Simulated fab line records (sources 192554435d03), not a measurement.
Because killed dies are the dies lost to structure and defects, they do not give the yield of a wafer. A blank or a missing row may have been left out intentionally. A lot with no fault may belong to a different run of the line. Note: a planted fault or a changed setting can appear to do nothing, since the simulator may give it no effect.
A lot that was struck, set against a sound lot | flow n5_finfet | 16 out of 1938 route steps
Sound: wafers L978.2, L978.5, L978.6. Struck: wafers L972.2, L972.3, L972.4. The cause is named last.
For every step that has rows: the tool of each side, followed by ch and its chambers, followed by its first start. Under that, the readings that differ: sound wafers | struck wafers | difference of the means | sigmas: that difference in standard deviations of wafers without a fault.
alike: same words and numbers on both sides, and readings whose means sit less than 2 such deviations apart. not compared: any withheld reading, any reading some wafer has no value for, any bound like >300 that may hide the same value, and any number with overlapping values for which the record gives no deviation.
Wherever a step has rows on one side only, a row that says differs or no value, or a row with sigmas, the two part there. When numbers do not overlap yet have no deviation, they are printed without sigmas and do not part them. A reading that every wafer of one side lacks parts them only if that side has two wafers or more.

first, 6 steps without rows for these wafers: N5_BEOL_M1_COAT_22 (resist thk 30 nm); N5_BEOL_M1_EBR_24; N5_BEOL_M1_SOFTBAKE_23 (time 60 s); N5_BEOL_M1_EXPOSE_25 (exposes mask V0, defocus 5 nm, target cd 24 nm); N5_BEOL_M1_PEB_26 (peb time 60 s); N5_BEOL_M1_DEVELOP_27 (develop time 30 s).
N5_BEOL_M1_CD_MEAS_28: target cd y 23.3 nm.
  sound on cd_sem-03 ch 0, day 11 05:07; struck on cd_sem-03 ch 0, day 9 16:02
  alike: cd_nm
N5_BEOL_M1_OVL_MEAS_29:
  sound on overlay-02 ch 0, day 11 05:09; struck on overlay-01 ch 0, day 9 16:04
  alike: V0_OVL
N5_BEOL_M1_INSPECT_30: inspects for defects (brightfield).
  sound: defect_inspect-02 at day 11 05:13; struck: defect_inspect-01 at day 9 16:07
  alike: raw_defect_count
N5_BEOL_M1_DESCUM_33: chemistry O2, time 7 s.
  sound on rie_diel-06 ch 0,2,3, day 11 05:14; struck on rie_diel-02 ch 0,1,3, day 9 16:09
  alike: drypump_motor_current_A, oes_product_au, rf_vpp_V, showerhead_plenum_p_Torr, throttle_valve_pct
  not compared: rf_hours_counter_h
N5_BEOL_M1_ETCH_77: etches underlayer in N2/H2, target depth 6.5 nm, time 5.2 s.
  sound on rie_diel-06 ch 0,2,3, day 11 05:17; struck on rie_diel-02 ch 0,1,3, day 9 16:11
  alike: drypump_motor_current_A, etch_rf_on_time_s, oes_product_au, rf_vpp_V, showerhead_plenum_p_Torr, throttle_valve_pct
  not compared: rf_hours_counter_h
N5_BEOL_M1_ETCH_69: etches SiARC in CF4, target depth 15.6 nm, time 26 s.
  sound on rie_diel-06 ch 0,2,3, day 11 05:17; struck on rie_diel-02 ch 0,1,3, day 9 16:12
  alike: drypump_motor_current_A, etch_rf_on_time_s, oes_product_au, rf_vpp_V, showerhead_plenum_p_Torr, throttle_valve_pct
  not compared: rf_hours_counter_h
N5_BEOL_M1_ALD_98: deposits SiO2, target thk 2.5 nm, pulse time 1 s, co reactant pulse time 1 s.
  sound on ald_sin-04 ch 0,2,3, day 11 05:31; struck on ald_sin-02 ch 0,2,3, day 9 16:20
  reading    | sound    | struck   | difference | sigmas
  ald_cycles | 17 17 17 | 18 18 18 | +1         |
  alike: heater_power_w, precursor_pulse_height_rel
  not compared: since_wet_clean_h
N5_BEOL_M1_ETCHBACK_99: etches SiO2 in CHF3, target depth 5 nm, time 10.4 s.
  sound on rie_diel-03 ch 0,2,3, day 11 12:27; struck on rie_diel-02 ch 0,1,2, day 10 06:30
  alike: CHF3_flow_sccm, drypump_motor_current_A, oes_product_au, rf_vpp_V, showerhead_plenum_p_Torr, throttle_valve_pct
  not compared: rf_hours_counter_h
-- a jump in the record: the struck wafers' starts before and after are 5 days apart (it breaks off in module BEOL_M1 and resumes in module BEOL_M4, where the first step shown is number 1111 of the route) --
N5_BEOL_M4_RC_MEAS_101:
  sound on prober-01 ch 0, day 17 01:50; struck on prober-01 ch 0, day 15 13:53
  alike: DIBL_N, DIBL_P, IOFF_N, IOFF_P, ION_N, ION_P, SS_N, SS_P, VT_N, VT_P
-- here the record skips 5 days between the struck wafers' starts before and after, leaving off in module BEOL_M4 and picking up in module PASSIVATION (first step shown: number 1936 of the route) --
N5_PASSIVATION_PROBE_49:
  record: rows for the struck wafers here (prober-02, day 20 06:14), none for the sound ones

## WHERE THEY PART
Only at N5_PASSIVATION_PROBE_49, within this record.

WHY: what had been put in by the simulator
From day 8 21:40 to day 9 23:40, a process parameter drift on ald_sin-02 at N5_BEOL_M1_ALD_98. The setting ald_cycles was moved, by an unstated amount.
